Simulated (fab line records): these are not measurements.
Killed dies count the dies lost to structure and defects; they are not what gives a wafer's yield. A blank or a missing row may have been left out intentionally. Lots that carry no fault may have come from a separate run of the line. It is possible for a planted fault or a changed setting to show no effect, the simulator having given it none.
Chamber matching || flow n5-finfet || 4 sister chambers for N5_DUMMY_GATE_ETCH_29 on rie-diel-03
The step etches underlayer in N2/H2, target depth 13 nm. 4 wafers are shown with their chamber, then 10 later ones without.

EACH WAFER AND ITS CHAMBER
{"wafer": "L089.1", "chamber": 0, "drypump-motor-current-A (A)": 5.3}
{"wafer": "L089.4", "chamber": 1, "drypump-motor-current-A (A)": 5.2}
{"wafer": "L090.1", "chamber": 3, "drypump-motor-current-A (A)": 5.8}
{"wafer": "L090.4", "chamber": 2, "drypump-motor-current-A (A)": 6.5}

WAFERS WITHOUT THEIR CHAMBER
{"wafer": "L090.6", "drypump-motor-current-A (A)": 5.3}
{"wafer": "L093.3", "drypump-motor-current-A (A)": 5.3}
{"wafer": "L093.4", "drypump-motor-current-A (A)": 5.3}
{"wafer": "L093.5", "drypump-motor-current-A (A)": 5.2}
{"wafer": "L096.1", "drypump-motor-current-A (A)": 5.3}
{"wafer": "L096.2", "drypump-motor-current-A (A)": 5.8}
{"wafer": "L096.3", "drypump-motor-current-A (A)": 5.2}
{"wafer": "L096.4", "drypump-motor-current-A (A)": 6.4}
{"wafer": "L096.5", "drypump-motor-current-A (A)": 5.3}
{"wafer": "L096.6", "drypump-motor-current-A (A)": 5.2}

EACH ONE'S CHAMBER
{"wafer": "L090.6", "from the rows above": 0, "in truth": 0}
{"wafer": "L093.3", "from the rows above": 0, "in truth": 0}
{"wafer": "L093.4", "from the rows above": 0, "in truth": 0}
{"wafer": "L093.5", "from the rows above": 1, "in truth": 1}
{"wafer": "L096.1", "from the rows above": 0, "in truth": 0}
{"wafer": "L096.2", "from the rows above": 3, "in truth": 3}
{"wafer": "L096.3", "from the rows above": 1, "in truth": 1}
{"wafer": "L096.4", "from the rows above": 2, "in truth": 2}
{"wafer": "L096.5", "from the rows above": 0, "in truth": 0}
{"wafer": "L096.6", "from the rows above": 1, "in truth": 1}
10 of 10 placed correctly. Number that these rows cannot place: 0. 0 placed wrongly.
How it was worked out, from the rows above alone: a wafer's distance from a chamber is the root of the sum, over the readings, of the square of ((its reading less the chamber's mean) divided by the reading's scatter). If the next closest chamber is less than 2 further off than the closest, the wafer can't be placed; otherwise it belongs to the closest. Each chamber's mean is taken over the wafers shown for it. The scatter: root of mean squared gap, hidden wafer to nearest shown wafer, with one shown wafer a chamber.
